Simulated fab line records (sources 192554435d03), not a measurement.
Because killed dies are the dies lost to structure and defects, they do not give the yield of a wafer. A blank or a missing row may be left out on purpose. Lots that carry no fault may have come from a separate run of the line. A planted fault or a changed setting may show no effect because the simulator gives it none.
Chamber matching :: flow n5_finfet :: N5_BEOL_M1_STRIP_66 on rie_diel-01: 4 sister chambers
The step strips in CF4. 7 wafers are shown with their chamber, then 8 later ones without.

== WAFERS, EACH WITH ITS CHAMBER ==
wafer: L075.1
chamber: 1
showerhead_plenum_p_Torr (Torr): 1.86
throttle_valve_pct (%): 13.61

wafer: L078.3
chamber: 0
showerhead_plenum_p_Torr (Torr): 1.81
throttle_valve_pct (%): 13.87

wafer: L078.6
chamber: 2
showerhead_plenum_p_Torr (Torr): 1.83
throttle_valve_pct (%): 13.57

wafer: L082.1
chamber: 0
showerhead_plenum_p_Torr (Torr): 1.80
throttle_valve_pct (%): 13.87

wafer: L082.2
chamber: 2
showerhead_plenum_p_Torr (Torr): 1.83
throttle_valve_pct (%): 13.57

wafer: L082.4
chamber: 3
showerhead_plenum_p_Torr (Torr): 1.71
throttle_valve_pct (%): 13.69

wafer: L092.1
chamber: 3
showerhead_plenum_p_Torr (Torr): 1.71
throttle_valve_pct (%): 13.73

== WAFERS WHOSE CHAMBER IS MISSING ==
wafer: L092.2
showerhead_plenum_p_Torr (Torr): 1.85
throttle_valve_pct (%): 13.69

wafer: L092.3
showerhead_plenum_p_Torr (Torr): 1.82
throttle_valve_pct (%): 13.64

wafer: L094.3
showerhead_plenum_p_Torr (Torr): 1.71
throttle_valve_pct (%): 13.74

wafer: L094.5
showerhead_plenum_p_Torr (Torr): 1.84
throttle_valve_pct (%): 13.68

wafer: L094.6
showerhead_plenum_p_Torr (Torr): 1.82
throttle_valve_pct (%): 13.65

wafer: L097.1
showerhead_plenum_p_Torr (Torr): 1.84
throttle_valve_pct (%): 13.69

wafer: L097.3
showerhead_plenum_p_Torr (Torr): 1.80
throttle_valve_pct (%): 13.93

wafer: L097.6
showerhead_plenum_p_Torr (Torr): 1.84
throttle_valve_pct (%): 13.68

== WHICH CHAMBER EACH ONE RAN IN ==
wafer: L092.2
from the rows above: 1
in truth: 1

wafer: L092.3
from the rows above: 2
in truth: 2

wafer: L094.3
from the rows above: 3
in truth: 3

wafer: L094.5
from the rows above: can't be placed: 1 or 2
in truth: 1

wafer: L094.6
from the rows above: 2
in truth: 2

wafer: L097.1
from the rows above: can't be placed: 1 or 2
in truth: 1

wafer: L097.3
from the rows above: 0
in truth: 0

wafer: L097.6
from the rows above: can't be placed: 1 or 2
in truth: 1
Correct placement for 5 of the 8. These rows do not allow placing 3 (true chamber among the candidates in 3). Placed wrongly: 0.
How it was worked out, from the rows above alone: a wafer's distance from a chamber is the root of the sum, over the readings, of the square of ((its reading less the chamber's mean) divided by the reading's scatter). If the next closest chamber is less than 2 further off than the closest, the wafer can't be placed; otherwise it belongs to the closest. Each chamber's mean is taken over the wafers shown for it. How the scatter is found: for the shown wafers, subtract from each reading the mean of its chamber, square and add these, divide the total by (wafers less chambers), then take the root.
